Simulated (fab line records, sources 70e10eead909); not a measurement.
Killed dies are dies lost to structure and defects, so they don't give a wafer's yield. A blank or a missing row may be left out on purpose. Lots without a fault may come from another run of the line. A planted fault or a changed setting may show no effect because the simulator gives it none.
fab line records | flow nand_harc
record lots=24 wafers=72 last_day=24
route steps=1159 shown P_ZERO_WELL@61 P_GATE@174 P_CONTACT@219 P_M0@282
lots that met no fault: from a run of the same line without faults
start_h: hours from the record's first day to the start of the lot's first wafer shown | wait_h: hours since the lot's step before | " the same as in the row above | L1.1+2: a row that stands for several wafers | - no value, or no start given | * or withheld: withheld | < > ~ a bound
route shown NAME@n: a module of which the file shows steps, and the number in the route of the first | usual: mean/standard deviation of fault-free wafers | same: alike in all rows | chamber/n: place in a boat | sites: the reading at each site | _std_site: their standard deviation | _edge_site: outer sites' mean less inner sites' | radius_mm: how far each site lies from the wafer's centre | mask NAME#n: copy n | behind: the tool/chamber that last shaped the wafer | hold: why the lot was held/for how many hours/how that ended | device: the transistor (n, p or np) that didn't switch | end of line: the same wafers' tests at the end of the route | a step without rows: its recipe alone | killed: dies lost to structure and defects at the first sort, not the wafer's yield | map: a wafer's dies, x killed, . not, _ none there
set.NAME: the setting as run; set.NAME@STEP: as run at that earlier step | model.NAME: the simulator's own value behind a step, which no gauge read
steps of the route over a sample of lots; a table a step, a row a wafer
services: from which hour (start_h, from the record's first day; less than 0 if before it) a tool's chamber was out of use, for how many hours, and why
## steps
# step NHARC_P_ZERO_WELL_DESCUM_54
# recipe time_s=3 o2_flow_sccm=200 ar_flow_sccm=0 bias_power_w=0 chemistry=O2
# usual drypump_motor_current_A=5.8/0.51 o2_flow_sccm=200.0/0.61 oes_product_au=0.999/0.0093 rf_vpp_V=57.7/0.92 showerhead_plenum_p_Torr=1.89/0.077 throttle_valve_pct=11.310/0.0087
# same bias_power_w=0 time_s=3
# columns lot.wafer tool chamber start_h wait_h drypump_motor_current_A o2_flow_sccm oes_product_au rf_hours_counter_h rf_vpp_V showerhead_plenum_p_Torr throttle_valve_pct
L074.1 rie_diel-13 0 17.84 - 6.7 199.9 1.015 7 55.5 1.80 11.329
L074.5 " 2 " " 5.9 199.2 0.994 - 57.5 1.79 11.307
L074.6 " 3 " " 5.0 201.8 0.999 - 57.0 1.86 11.322
L075.2 rie_diel-13 3 23.88 - 5.0 199.9 0.996 7 56.9 1.86 11.312
L075.1 " 0 " " 6.7 199.8 1.003 7 57.1 1.80 11.317
L075.4 " 3 " " 5.0 200.7 0.993 - 58.7 1.86 11.302
L076.3 rie_diel-04 0 29.92 - 5.8 200.3 0.983 8 58.3 1.91 11.298
L076.5 " 1 " " 5.4 199.7 0.990 - 58.2 1.95 11.315
L076.4 " 0 " " 5.8 200.0 0.990 - 58.3 1.91 11.306
L077.2 rie_diel-04 1 36.03 - 5.3 200.4 0.994 8 57.1 1.95 11.316
L077.3 " 3 " " 6.0 201.1 1.004 8 56.6 1.93 11.294
L077.4 " 0 " " 5.8 200.1 1.000 - 58.4 1.91 11.306
L078.2 rie_diel-04 0 42.07 - 5.8 199.8 0.989 9 56.2 1.91 11.315
L078.4 " 0 " " 5.8 199.9 0.997 - 58.9 1.91 11.326
L078.5 " 3 " " 6.0 198.9 1.004 - 58.2 1.93 11.295
L079.1 rie_diel-13 1 47.87 - 6.0 200.0 0.999 9 57.2 1.94 11.307
L079.4 " 2 " " 6.0 199.2 0.997 8 56.9 1.79 11.297
L079.5 " 1 " " 6.0 200.3 1.009 - 59.9 1.94 11.294
L080.3 rie_diel-04 3 53.66 - 6.0 200.5 0.986 9 58.1 1.93 11.302
L080.6 " 1 " " 5.4 199.7 0.999 - 58.3 1.95 11.324
L080.5 " 3 " " 6.0 199.7 0.998 - 59.0 1.93 11.307
L081.4 rie_diel-13 2 59.69 - 5.9 200.5 0.993 9 57.4 1.79 11.332
L081.3 " 3 " " 5.0 200.2 1.004 9 56.9 1.86 11.305
L081.6 " 2 " " 5.9 200.1 1.008 - 56.8 1.79 11.305
L082.2 rie_diel-12 2 66.10 - 6.6 199.8 1.002 2 57.3 2.01 11.284
L082.3 " 3 " " 6.2 200.0 0.997 2 58.2 2.05 11.317
L082.6 " 0 " " 5.7 198.9 0.992 - 56.3 1.83 11.322
L083.1 rie_diel-13 2 71.93 - 5.9 200.9 1.001 10 56.7 1.79 11.320
L083.2 " 0 " " 6.6 200.6 1.011 10 56.2 1.80 11.308
L083.5 " 2 " " 6.0 199.2 0.994 - 56.6 1.79 11.311
L084.1 rie_diel-04 1 78.07 - 5.4 199.9 0.997 13 57.1 1.95 11.295
L084.2 " 3 " " 6.0 199.6 0.994 13 59.2 1.92 11.304
L084.5 " 0 " " 5.8 200.4 0.982 - 55.7 1.91 11.314
L085.1 rie_diel-04 3 84.26 - 6.0 199.4 0.989 13 56.8 1.92 11.295
L085.3 " 1 " " 5.3 199.5 1.007 13 57.5 1.95 11.303
L085.4 " 3 " " 6.0 199.2 0.990 - 58.1 1.92 11.308
L086.2 rie_diel-13 0 95.23 - 6.7 200.1 1.009 11 57.4 1.80 11.317
L086.4 " 2 " " 5.9 200.6 1.001 12 58.4 1.79 11.311
L086.3 " 3 " " 5.0 200.4 0.995 12 57.2 1.86 11.320
L087.2 rie_diel-04 1 96.05 - 5.3 200.0 0.995 14 58.2 1.95 11.309
L087.3 " 2 " " 4.7 201.1 0.992 4 58.5 1.86 11.299
L087.1 " 3 " " 6.0 199.6 0.988 14 58.9 1.92 11.304
L088.3 rie_diel-12 1 101.95 - 5.8 199.9 0.999 5 56.4 1.78 11.308
L088.2 " 2 " " 6.6 200.4 1.007 4 57.9 2.01 11.310
L088.6 " 1 " " 5.8 199.6 1.004 - 56.9 1.79 11.312
L089.2 rie_diel-12 3 107.91 - 6.2 200.1 1.005 4 60.0 2.05 11.308
L089.4 " 1 " " 5.8 199.2 0.986 - 56.9 1.78 11.299
L089.5 " 2 " " 6.6 199.6 1.003 - 58.4 2.01 11.318
L090.2 rie_diel-13 3 113.93 - 5.0 198.9 1.019 1 58.1 1.86 11.308
L090.3 " 1 " " 6.0 200.9 0.996 1 58.1 1.94 11.308
L090.6 " 3 " " 5.0 200.3 1.014 - 59.4 1.86 11.300
L091.4 rie_diel-13 3 120.12 - 5.0 199.8 1.015 1 56.5 1.86 11.316
L091.3 " 1 " " 6.0 200.4 1.006 1 58.7 1.94 11.311
L091.6 " 3 " " 5.0 200.3 1.022 - 57.8 1.86 11.307
L092.4 rie_diel-04 0 125.81 - 5.8 200.2 0.981 0 58.4 1.91 11.308
L092.2 " 3 " " 6.0 200.1 1.010 0 58.5 1.92 11.314
L092.5 " 1 " " 5.3 199.8 1.012 - 57.2 1.95 11.308
L093.2 rie_diel-04 1 131.90 - 5.3 199.7 1.002 0 56.4 1.95 11.315
L093.3 " 2 " " 4.8 200.3 0.985 0 58.4 1.86 11.299
L093.5 " 3 " " 6.0 200.6 1.009 - 58.5 1.92 11.292
L094.1 rie_diel-13 1 138.06 - 6.0 200.2 1.004 2 58.7 1.94 11.314
L094.4 " 2 " " 5.9 199.5 0.989 1 57.0 1.79 11.317
L094.6 " 3 " " 5.0 199.5 1.012 - 58.6 1.86 11.302
L095.1 rie_diel-12 3 143.96 - 6.2 200.6 0.992 7 56.8 2.05 11.318
L095.4 " 2 " " 6.6 199.1 1.000 8 57.6 2.01 11.305
L095.6 " 3 " " 6.2 200.8 1.001 - 57.5 2.05 11.305
L096.4 rie_diel-12 3 149.97 - 6.1 200.8 1.002 8 57.5 2.05 11.314
L096.1 " 0 " " 5.7 201.0 0.987 6 57.7 1.83 11.315
L096.6 " 2 " " 6.6 200.2 1.000 - 58.3 2.01 11.310
L097.4 rie_diel-13 2 155.94 - 6.0 199.7 0.995 3 56.4 1.79 11.314
L097.1 " 3 " " 5.0 200.0 1.010 4 58.2 1.86 11.315
L097.6 " 1 " " 6.0 198.9 0.997 - 58.4 1.94 11.327
# step NHARC_P_GATE_STRIP_111
# recipe power_w=1500 temp_c=110 time_s=250 chemistry=N2/H2
# usual drypump_motor_current_A=5.4/0.41 heater_power_w=101/7.9 rf_refl_power_W=25/7.2 temp_c=110.00/0.14
# same time_s=250
# columns lot.wafer tool chamber start_h wait_h drypump_motor_current_A heater_power_w rf_hours_counter_h rf_refl_power_W temp_c
L075.1 plasma_asher-02 1 106.95 0.2 5.2 112 29 25 109.78
L075.2 " 0 " " 6.2 102 29 19 110.13
L075.4 " 0 " " 6.1 102 - 19 109.89
L074.1 plasma_asher-02 0 108.01 0.3 6.1 103 30 20 110.05
L074.5 " 0 " " 6.1 105 - 19 110.08
L074.6 " 1 " " 5.3 112 - 26 110.04
L076.4 plasma_asher-02 1 114.58 1.6 5.2 107 - 24 109.90
L076.3 " 0 " " 6.1 103 - 19 109.86
L076.5 " 1 " " 5.2 108 - 24 110.07
L078.2 plasma_asher-02 1 121.87 0.2 5.2 109 38 25 109.83
L078.4 " 0 " " 6.2 102 - 18 109.97
L078.5 " 0 " " 6.1 103 - 19 109.95
L077.2 plasma_asher-01 1 122.64 0.2 5.1 91 2 20 110.00
L077.3 " 0 " " 5.3 100 - 37 109.74
L077.4 " 1 " " 5.1 87 - 20 109.93
L079.1 plasma_asher-01 1 128.86 0.2 5.0 89 5 20 109.91
L079.4 " 0 " " 5.4 99 - 37 109.90
L079.5 " 1 " " 5.1 92 - 20 109.97
L080.3 plasma_asher-02 0 138.42 0.2 6.1 102 - 19 110.13
L080.6 " 0 " " 6.1 103 - 19 109.97
L080.5 " 1 " " 5.2 110 - 25 110.28
L081.3 plasma_asher-01 0 153.77 0.2 5.3 105 - 37 110.02
L081.4 " 1 " " 5.1 91 - 20 109.78
L081.6 " 0 " " 5.3 102 - 37 109.76
L083.2 plasma_asher-02 1 153.89 0.2 5.2 113 48 26 109.94
L083.1 " 0 " " 6.1 103 48 19 109.93
L083.5 " 0 " " 6.1 104 - 19 109.74
L082.2 plasma_asher-01 1 154.36 0.2 5.1 88 12 20 109.84
L082.3 " 1 " " 5.1 90 - 20 109.76
L082.6 " 0 " " 5.3 104 - 37 110.20
L084.2 plasma_asher-02 0 172.30 0.2 6.1 101 55 19 109.97
L084.1 " 1 " " 5.2 112 55 26 109.79
L084.5 " 1 " " 5.2 110 - 25 110.17
L086.2 plasma_asher-02 0 177.28 0.2 6.1 105 57 19 109.94
L086.3 " 0 " " 6.1 100 - 19 110.02
L086.4 " 1 " " 5.2 112 - 25 109.78
L085.1 plasma_asher-01 0 177.53 0.2 5.3 102 21 37 109.96
L085.4 " 0 " " 5.4 102 - 38 110.10
L085.3 " 1 " " 5.1 90 - 20 109.97
L087.1 plasma_asher-01 0 178.81 0.2 5.4 100 21 37 109.96
L087.2 " 1 " " 5.1 92 21 21 110.08
L087.3 " 0 " " 5.3 99 - 37 109.80
L089.2 plasma_asher-01 0 195.43 0.2 5.4 103 27 38 110.13
L089.4 " 0 " " 5.4 105 - 36 110.11
L089.5 " 1 " " 5.1 89 - 20 109.92
L090.2 plasma_asher-01 1 196.16 0.2 5.1 89 28 20 110.04
L090.3 " 1 " " 5.1 89 - 20 109.98
L090.6 " 0 " " 5.3 105 - 37 110.18
L088.2 plasma_asher-02 1 196.26 0.2 5.3 116 1 25 110.26
L088.3 " 0 " " 6.1 98 - 19 110.30
L088.6 " 0 " " 6.1 99 - 19 110.16
L091.4 plasma_asher-02 1 201.96 0.2 5.2 115 - 24 110.03
L091.3 " 0 " " 6.1 99 - 19 110.02
L091.6 " 0 " " 6.1 95 - 19 110.12
L092.2 plasma_asher-02 1 209.80 0.2 5.2 111 6 26 109.74
L092.4 " 0 " " 6.1 96 - 19 110.21
L092.5 " 1 " " 5.2 112 - 25 109.84
L093.2 plasma_asher-01 0 217.02 0.2 5.3 101 35 38 110.07
L093.3 " 1 " " 5.1 88 - 19 109.65
L093.5 " 1 " " 5.1 90 - 20 109.85
L095.1 plasma_asher-02 0 223.49 0.2 6.1 94 10 19 109.87
L095.4 " 0 " " 6.1 98 - 19 110.07
L095.6 " 0 " " 6.1 97 - 19 110.12
L094.1 plasma_asher-01 0 223.97 0.2 5.4 99 38 37 110.28
L094.4 " 0 " " 5.4 101 - 38 110.03
L094.6 " 0 " " 5.4 102 - 37 110.18
L096.1 plasma_asher-01 0 239.28 0.2 5.3 99 43 38 110.10
L096.4 " 1 " " 5.1 91 - 20 110.04
L096.6 " 0 " " 5.3 103 - 38 110.03
L097.1 plasma_asher-01 0 239.80 0.2 5.4 101 43 37 110.15
L097.4 " 0 " " 5.3 101 - 37 110.08
L097.6 " 1 " " 5.1 88 - 20 110.09
# step NHARC_P_CONTACT_CMP_01
# recipe target_thk_nm=200 material=SiO2
# usual motor_current_A=12.1/1.1
# columns lot.wafer tool chamber start_h wait_h motor_current_A
L075.2 cmp-04 0 115.03 - 11.6
L075.1 " 2 " " 13.3
L075.4 " 3 " " 14.8
L074.1 cmp-03 3 116.54 - 10.6
L074.5 " 2 " " 11.6
L074.6 " 3 " " 11.6
L076.4 cmp-03 0 121.34 - 11.5
L076.3 " 1 " " 12.0
L076.5 " 2 " " 12.2
L078.2 cmp-03 3 128.70 - 11.7
L078.4 " 1 " " 11.8
L078.5 " 3 " " 11.9
L077.4 cmp-04 3 129.48 - 14.3
L077.2 " 1 " " 12.8
L077.3 " 2 " " 14.2
L079.1 cmp-04 3 136.25 0.5 14.4
L079.4 " 2 " " 12.5
L079.5 " 3 " " 14.1
L080.3 cmp-04 1 145.28 - 13.0
L080.6 " 0 " " 11.7
L080.5 " 1 " " 12.7
L081.3 cmp-01 0 160.42 - 12.9
L081.4 " 2 " " 10.8
L081.6 " 0 " " 12.5
L083.1 cmp-03 1 160.81 - 11.3
L083.2 " 2 " " 11.9
L083.5 " 0 " " 11.2
L082.3 cmp-03 3 161.70 - 11.9
L082.2 " 0 " " 11.5
L082.6 " 1 " " 12.1
L084.1 cmp-04 1 179.22 - 12.6
L084.2 " 2 " " 13.8
L084.5 " 2 " " 13.7
L086.4 cmp-01 0 184.01 - 12.9
L086.3 " 2 " " 10.8
L086.2 " 3 " " 11.3
L085.3 cmp-03 2 184.35 - 11.1
L085.1 " 3 " " 11.1
L085.4 " 0 " " 11.2
L087.2 cmp-01 3 185.38 - 11.5
L087.1 " 0 " " 12.3
L087.3 " 1 " " 11.7
L089.4 cmp-01 3 202.27 - 10.8
L089.2 " 0 " " 13.5
L089.5 " 2 " " 10.5
L090.3 cmp-01 2 203.22 - 11.0
L090.2 " 0 " " 12.7
L090.6 " 1 " " 11.7
L088.2 cmp-03 2 203.48 - 12.0
L088.3 " 0 " " 11.5
L088.6 " 2 " " 11.8
L091.4 cmp-04 1 208.39 - 12.3
L091.3 " 2 " " 13.2
L091.6 " 1 " " 12.8
L092.2 cmp-03 0 216.39 - 11.1
L092.4 " 1 " " 12.2
L092.5 " 0 " " 11.8
L093.2 cmp-01 3 224.15 - 10.8
L093.3 " 0 " " 12.5
L093.5 " 2 " " 10.7
L095.1 cmp-04 2 230.31 - 13.2
L095.4 " 1 " " 13.8
L095.6 " 3 " " 14.9
L094.1 cmp-04 2 230.96 - 13.1
L094.4 " 0 " " 12.1
L094.6 " 2 " " 13.9
L096.4 cmp-04 0 246.56 - 11.8
L096.1 " 1 " " 12.4
L096.6 " 3 " " 14.2
L097.4 cmp-01 1 246.75 - 11.3
L097.1 " 2 " " 10.7
L097.6 " 0 " " 13.1
# step NHARC_P_CONTACT_DESCUM_17
# recipe time_s=3 o2_flow_sccm=200 ar_flow_sccm=0 bias_power_w=0 chemistry=O2
# usual drypump_motor_current_A=5.63/0.29 o2_flow_sccm=200.0/0.57 oes_product_au=0.995/0.013 rf_vpp_V=57.6/0.91 showerhead_plenum_p_Torr=1.88/0.08 throttle_valve_pct=11.309/0.0096
# same bias_power_w=0 time_s=3
# columns lot.wafer tool chamber start_h wait_h drypump_motor_current_A o2_flow_sccm oes_product_au rf_hours_counter_h rf_vpp_V showerhead_plenum_p_Torr throttle_valve_pct
L075.2 rie_diel-11 3 116.06 0.1 5.89 200.3 0.995 10 56.8 1.87 11.296
L075.1 " 0 " " 5.40 199.2 0.995 11 57.4 1.82 11.324
L075.4 " 1 " " 5.51 199.4 0.986 11 57.1 1.91 11.315
L074.1 rie_diel-09 1 117.56 0.1 5.70 199.0 0.988 2 60.0 2.05 11.294
L074.5 " 2 " " 5.79 200.3 0.989 - 57.9 1.80 11.312
L074.6 " 3 " " 5.55 200.2 1.010 - 57.3 1.83 11.307
L076.4 rie_diel-11 0 122.20 0.1 5.37 200.4 0.994 11 58.1 1.82 11.310
L076.3 " 2 " " 5.59 200.0 0.964 8 58.6 1.83 11.321
L076.5 " 3 " " 5.87 200.1 0.990 - 55.1 1.87 11.320
L078.2 rie_diel-11 2 129.70 0.1 5.61 199.8 0.958 9 56.7 1.83 11.312
L078.4 " 0 " " 5.37 200.1 0.993 12 57.5 1.82 11.297
L078.5 " 2 " " 5.60 200.1 0.965 - 57.3 1.83 11.306
L077.3 rie_diel-02 3 130.37 0.1 6.62 200.1 1.005 52 57.6 1.84 11.301
L077.2 " 0 " " 4.92 200.0 1.011 55 58.3 1.76 11.327
L077.4 " 1 " " 5.24 199.8 0.986 54 57.3 1.82 11.317
L079.4 rie_diel-11 2 137.15 0.1 5.56 199.8 0.967 9 57.4 1.83 11.317
L079.1 " 0 " " 5.37 200.3 1.000 13 59.3 1.82 11.313
L079.5 " 2 " " 5.63 200.7 0.960 - 57.8 1.83 11.305
L080.3 rie_diel-09 0 146.16 0.1 5.39 199.6 0.995 5 58.0 1.95 11.322
L080.6 " 1 " " 5.72 200.1 0.993 - 57.6 2.05 11.299
L080.5 " 2 " " 5.76 200.5 1.013 - 57.1 1.80 11.302
L081.3 rie_diel-09 0 161.45 0.1 5.37 200.3 0.996 6 58.4 1.95 11.310
L081.4 " 1 " " 5.73 200.6 0.989 6 57.4 2.05 11.323
L081.6 " 3 " " 5.53 199.5 1.007 - 57.2 1.82 11.316
L083.2 rie_diel-11 1 161.78 0.1 5.51 199.2 0.996 15 58.8 1.91 11.311
L083.1 " 2 " " 5.57 200.1 0.963 11 57.6 1.83 11.311
L083.5 " 0 " " 5.38 199.9 0.986 - 57.1 1.82 11.313
L082.2 rie_diel-09 2 162.67 0.1 5.81 200.0 1.000 7 56.3 1.80 11.298
L082.3 " 0 " " 5.34 200.1 0.995 7 58.4 1.95 11.312
L082.6 " 3 " " 5.51 200.5 1.024 - 57.0 1.82 11.315
L084.2 rie_diel-11 2 180.13 0.1 5.57 200.4 0.986 13 56.9 1.83 11.308
L084.1 " 3 " " 5.91 199.7 1.003 16 56.2 1.87 11.316
L084.5 " 1 " " 5.52 200.9 0.999 - 57.5 1.91 11.312
L086.3 rie_diel-09 2 184.91 0.1 5.86 200.0 0.995 9 56.7 1.79 11.321
L086.2 " 3 " " 5.52 199.8 1.009 8 56.9 1.82 11.299
L086.4 " 1 " " 5.72 199.6 0.993 9 57.2 2.05 11.303
L085.3 rie_diel-11 1 185.34 0.1 5.52 199.4 0.999 18 56.8 1.91 11.311
L085.4 " 2 " " 5.57 201.4 0.984 14 56.4 1.83 11.312
L085.1 " 0 " " 5.38 199.5 1.003 17 57.3 1.82 11.299
L087.2 rie_diel-09 0 186.26 0.1 5.37 201.0 1.001 9 58.0 1.95 11.301
L087.1 " 1 " " 5.72 200.7 0.994 9 57.8 2.05 11.311
L087.3 " 2 " " 5.81 200.0 0.981 9 58.5 1.79 11.299
L089.2 rie_diel-11 2 203.28 0.1 5.60 200.3 0.988 1 58.2 1.83 11.313
L089.4 " 3 " " 5.88 200.7 0.997 1 58.3 1.87 11.312
L089.5 " 2 " " 5.61 200.6 0.981 - 56.1 1.83 11.318
L090.3 rie_diel-09 3 204.13 0.1 5.54 199.9 1.016 10 57.7 1.82 11.328
L090.2 " 0 " " 5.37 200.3 1.008 11 58.9 1.95 11.290
L090.6 " 1 " " 5.72 200.4 1.004 - 57.4 2.05 11.302
L088.3 rie_diel-11 2 204.54 0.1 5.61 199.3 0.992 1 58.3 1.83 11.333
L088.2 " 0 " " 5.38 200.0 1.013 1 56.2 1.82 11.300
L088.6 " 2 " " 5.63 199.7 0.983 - 57.4 1.83 11.285
L091.4 rie_diel-09 0 209.32 0.1 5.38 200.7 0.996 11 57.6 1.94 11.311
L091.3 " 1 " " 5.71 200.5 0.990 11 58.3 2.05 11.315
L091.6 " 2 " " 5.83 200.2 1.004 - 56.2 1.79 11.314
L092.2 rie_diel-09 1 217.45 0.1 5.73 200.3 1.000 12 59.3 2.05 11.331
L092.4 " 3 " " 5.55 200.1 1.021 12 58.3 1.82 11.295
L092.5 " 1 " " 5.73 200.8 1.008 - 58.0 2.05 11.294
L093.3 rie_diel-09 3 224.99 0.1 5.53 200.0 0.999 13 57.7 1.82 11.313
L093.2 " 0 " " 5.41 198.5 0.999 14 58.7 1.94 11.308
L093.5 " 3 " " 5.53 200.2 1.016 - 56.9 1.82 11.305
L095.1 rie_diel-09 3 231.35 0.1 5.56 200.0 1.009 14 57.8 1.82 11.326
L095.4 " 0 " " 5.33 198.7 1.000 15 57.4 1.94 11.312
L095.6 " 0 " " 5.39 199.5 0.997 - 57.5 1.94 11.298
L094.1 rie_diel-11 2 231.85 0.1 5.55 199.9 0.967 5 56.5 1.83 11.318
L094.4 " 1 " " 5.49 200.1 0.973 5 57.9 1.91 11.298
L094.6 " 2 " " 5.56 200.2 0.981 - 57.2 1.83 11.324
L096.1 rie_diel-09 0 247.57 0.1 5.36 199.5 0.977 16 59.5 1.94 11.308
L096.4 " 1 " " 5.70 201.0 0.987 15 59.8 2.05 11.307
L096.6 " 3 " " 5.55 200.7 1.015 - 57.3 1.82 11.301
L097.1 rie_diel-02 2 247.73 0.1 6.46 198.6 1.013 25 57.2 1.96 11.287
L097.4 " 0 " " 4.89 199.5 1.003 34 55.6 2.06 11.318
L097.6 " 1 " " 5.20 200.9 0.983 - 58.6 1.81 11.310
# step NHARC_P_CONTACT_DEGAS_38
# recipe temp_c=300 time_s=60
# usual heater_power_w=464/46
# same time_s=60
# columns lot.wafer tool chamber start_h wait_h heater_power_w
L075.1 pvd_sputter-03 - 117.64 - 511
L075.2 " - " " 480
L075.4 " - " " 507
L074.1 pvd_sputter-02 - 119.21 - 400
L074.6 " - " " 490
L074.5 " - " " 421
L076.4 pvd_sputter-03 - 123.78 - 400
L076.3 " - " " 487
L076.5 " - " " 512
L078.4 pvd_sputter-01 - 131.29 - 539
L078.2 " - " " 457
L078.5 " - " " 457
L077.2 pvd_sputter-03 - 132.00 - 503
L077.4 " - " " 511
L077.3 " - " " 483
L079.1 pvd_sputter-01 - 138.74 - 461
L079.4 " - " " 498
L079.5 " - " " 533
L080.3 pvd_sputter-01 - 147.72 - 491
L080.6 " - " " 489
L080.5 " - " " 531
L081.4 pvd_sputter-03 - 163.24 - 498
L081.3 " - " " 388
L081.6 " - " " 482
L083.1 pvd_sputter-02 - 163.38 - 426
L083.2 " - " " 507
L083.5 " - " " 405
L082.2 pvd_sputter-02 - 164.34 - 504
L082.3 " - " " 401
L082.6 " - " " 494
L084.1 pvd_sputter-02 - 181.71 - 412
L084.2 " - " " 504
L084.5 " - " " 422
L086.2 pvd_sputter-01 - 186.51 - 458
L086.3 " - " " 504
L086.4 " - " " 461
L085.3 pvd_sputter-02 - 186.93 - 424
L085.1 " - " " 394
L085.4 " - " " 410
L087.1 pvd_sputter-03 - 187.83 - 502
L087.2 " - " " 389
L087.3 " - " " 519
L089.4 pvd_sputter-03 - 204.93 - 518
L089.2 " - " " 402
L089.5 " - " " 519
L090.3 pvd_sputter-02 - 205.81 - 505
L090.2 " - " " 405
L090.6 " - " " 414
L088.3 pvd_sputter-03 - 206.12 - 510
L088.2 " - " " 396
L088.6 " - " " 492
L091.3 pvd_sputter-02 - 210.89 - 496
L091.4 " - " " 421
L091.6 " - " " 488
L092.2 pvd_sputter-03 - 219.03 - 408
L092.4 " - " " 509
L092.5 " - " " 515
L093.2 pvd_sputter-02 - 226.87 - 432
L093.3 " - " " 502
L093.5 " - " " 416
L095.1 pvd_sputter-01 - 233.04 - 530
L095.4 " - " " 472
L095.6 " - " " 550
L094.4 pvd_sputter-03 - 233.63 - 484
L094.1 " - " " 516
L094.6 " - " " 510
L096.1 pvd_sputter-02 - 249.27 - 506
L096.4 " - " " 392
L096.6 " - " " 496
L097.1 pvd_sputter-01 - 249.71 - 534
L097.4 " - " " 463
L097.6 " - " " 538
# step NHARC_P_M0_INSPECT_27
# usual raw_defect_count=302/110
# columns lot.wafer tool chamber start_h wait_h raw_defect_count
L075.1 defect_inspect-01 - 125.76 0.0 304
L075.2 " - " " 242
L075.4 " - " " 240
L074.1 defect_inspect-01 - 128.19 0.0 110
L074.5 " - " " 157
L074.6 " - " " 269
L076.3 defect_inspect-01 - 131.34 0.0 216
L076.4 " - " " 210
L076.5 " - " " 223
L078.2 defect_inspect-01 - 142.95 0.0 275
L078.4 " - " " 147
L078.5 " - " " 194
L077.2 defect_inspect-02 - 144.28 0.0 199
L077.3 " - " " 301
L077.4 " - " " 335
L079.1 defect_inspect-02 - 144.75 0.0 304
L079.4 " - " " 236
L079.5 " - " " 355
L080.3 defect_inspect-02 - 155.67 0.0 422
L080.5 " - " " 286
L080.6 " - " " 301
L081.3 defect_inspect-01 - 169.25 0.0 272
L081.4 " - " " 446
L081.6 " - " " 312
L083.1 defect_inspect-01 - 169.42 0.0 431
L083.2 " - " " 349
L083.5 " - " " 238
L082.2 defect_inspect-01 - 170.52 0.0 169
L082.3 " - " " 248
L082.6 " - " " 337
L084.1 defect_inspect-01 - 191.17 0.0 251
L084.2 " - " " 207
L084.5 " - " " 348
L086.2 defect_inspect-01 - 193.30 0.0 156
L086.3 " - " " 155
L086.4 " - " " 220
L085.1 defect_inspect-02 - 193.99 0.0 180
L085.3 " - " " 224
L085.4 " - " " 158
L087.1 defect_inspect-01 - 194.12 0.0 370
L087.2 " - " " 238
L087.3 " - " " 202
L089.2 defect_inspect-01 - 210.03 0.0 312
L089.4 " - " " 242
L089.5 " - " " 372
L090.2 defect_inspect-01 - 211.04 0.0 258
L090.3 " - " " 220
L090.6 " - " " 298
L088.2 defect_inspect-01 - 211.52 0.0 258
L088.3 " - " " 362
L088.6 " - " " 241
L091.3 defect_inspect-02 - 217.63 0.0 377
L091.4 " - " " 324
L091.6 " - " " 258
L092.2 defect_inspect-02 - 224.27 0.0 388
L092.4 " - " " 434
L092.5 " - " " 427
L093.2 defect_inspect-02 - 233.45 0.0 237
L093.3 " - " " 348
L093.5 " - " " 351
L095.1 defect_inspect-01 - 238.26 0.0 416
L095.4 " - " " 512
L095.6 " - " " 329
L094.1 defect_inspect-02 - 238.83 0.0 519
L094.4 " - " " 351
L094.6 " - " " 568
L096.1 defect_inspect-01 - 258.81 0.0 382
L096.4 " - " " 251
L096.6 " - " " 286
L097.1 defect_inspect-01 - 258.98 0.0 302
L097.4 " - " " 340
L097.6 " - " " 211
## services
# columns tool chamber start_h hours kind
rie_diel-11 1 3.66 7.3 repair
plasma_asher-02 - 6.27 9.0 pm
cmp-04 - 7.00 4.0 pm
rie_diel-11 - 8.04 0.1 repair
rie_diel-11 - 12.98 9.0 pm
pvd_sputter-02 - 13.13 1.3 repair
pvd_sputter-03 - 16.28 0.5 repair
pvd_sputter-02 - 17.60 0.7 repair
rie_diel-13 2 21.04 15.2 repair
rie_diel-11 - 31.74 0.9 repair
pvd_sputter-02 - 36.01 10.0 pm
rie_diel-04 - 43.10 0.7 repair
rie_diel-11 2 65.51 19.0 repair
rie_diel-09 1 68.31 8.0 repair
plasma_asher-01 - 74.99 1.2 repair
rie_diel-09 - 77.10 9.0 pm
plasma_asher-02 - 85.31 1.9 repair
rie_diel-13 - 99.00 9.0 pm
rie_diel-09 - 99.94 0.4 repair
plasma_asher-01 - 106.08 9.0 pm
rie_diel-09 - 182.37 1.0 repair
plasma_asher-02 - 183.27 9.0 pm
rie_diel-11 - 189.98 9.0 pm
rie_diel-09 1 220.03 5.9 repair
## key
fault none
